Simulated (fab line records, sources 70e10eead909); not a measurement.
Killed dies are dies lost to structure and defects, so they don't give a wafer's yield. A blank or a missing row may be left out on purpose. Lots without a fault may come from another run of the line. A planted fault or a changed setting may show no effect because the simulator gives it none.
One fault seen from 2 desks | flow nand_harc | each desk has only its own numbers; what lay behind them comes last

THE TOOL OWNER'S DESK: litho_track-01
The tool's own readings at NHARC_A_M0_PEB_07 (peb time 65 s): means of the sampled wafers that have a number, for each lot that ran on this tool. A lot is out of limits, marked OUT, if its mean lies more than 4 standard deviations from the usual mean; the brackets give that distance.
Columns: A = chill_plate_temp_C at NHARC_A_M0_PEB_07, usual 23.00 C; B = heater_power_total_W at NHARC_A_M0_PEB_07, usual 156.6 W; C = plate_temp_C at NHARC_A_M0_PEB_07, usual 100.00 C; D = resist_line_temp_C at NHARC_A_M0_PEB_07, usual 22.98 C
lot  | first seen here | A     | B               | C                | D
L463 | day 20 06:20    | 23.05 | 164.6 (+20) OUT | 103.71 (+29) OUT | 23.08
L461 | day 20 07:05    | 22.98 | 164.9 (+20) OUT | 103.83 (+29) OUT | 22.86
L474 | day 23 08:44    | 22.95 | 156.8           | 100.08           | 22.93
L476 | day 24 00:14    | 22.96 | 156.1           | 100.05           | 23.06
This desk's finding: out of limits on L461, L463; first on L463, day 20 06:20 (heater_power_total_W at NHARC_A_M0_PEB_07). In limits: L474, L476.

THE METROLOGY DESK
What the gauges read, lot by lot, whatever tool the lot ran on: means of the sampled wafers that have a number. A lot is out of limits, marked OUT, if its mean lies more than 4 standard deviations from the usual mean; the brackets give that distance.
Columns: A = overlay_x_nm at NHARC_A_BLC_OVL_MEAS_11, usual 0.0 nm; B = overlay_y_nm at NHARC_A_BLC_OVL_MEAS_11, usual 0.1 nm; C = cd_nm at NHARC_A_M0_CD_MEAS_09, usual 79.9 nm; D = cd_nm at NHARC_A_M0_CD_MEAS_16, usual 79.9 nm
lot  | first seen here | A    | B    | C              | D
L453 | day 17 11:35    | -0.6 | 1.8  | 80.3           | 80.3
L463 | day 19 21:49    | 0.2  | 1.8  | 93.2 (+19) OUT | 93.0 (+13) OUT
L461 | day 19 22:34    | 0.4  | -1.3 | 90.5 (+15) OUT | 89.9 (+10) OUT
L466 | day 21 05:07    | 0.1  | 0.5  | 80.1           | 80.1
L470 | day 22 00:48    | -0.1 | -1.3 | 80.3           | 79.9
L469 | day 22 01:15    | 0.3  | -0.5 | 81.0           | 81.2
L473 | day 22 16:07    | 0.7  | 0.1  | 80.2           | 79.8
L472 | day 22 16:52    | -0.9 | -0.5 | 79.8           | 80.3
L474 | day 23 01:22    | 1.1  | -0.4 | 79.9           | 80.9
L475 | day 23 01:41    | 0.6  | 2.1  | 80.0           | 81.1
L476 | day 23 15:31    | 0.4  | 0.8  | 80.2           | 79.8
This desk's finding: out of limits on L461, L463; first on L463, day 20 06:25 (cd_nm at NHARC_A_M0_CD_MEAS_09). In limits: L453, L466, L470, L469, L473, L472, L474, L475, L476.

PUT TOGETHER
The tool owner's desk could have raised an alarm at day 20 06:20, on L461, L463.
The metrology desk could have raised an alarm at day 20 06:25, on L461, L463.
Of the lots named, all ran NHARC_A_M0_PEB_07 on litho_track-01.

WHAT THE SIMULATOR HAD PUT IN
Process parameter drift: litho_track-01, from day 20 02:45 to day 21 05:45, at NHARC_A_M0_PEB_07. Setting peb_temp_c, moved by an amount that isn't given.
Lots struck among those shown: L461, L463.
Hours from the fault's start to each desk's first reading out of limits: the tool owner's desk, 4; the metrology desk, 4.
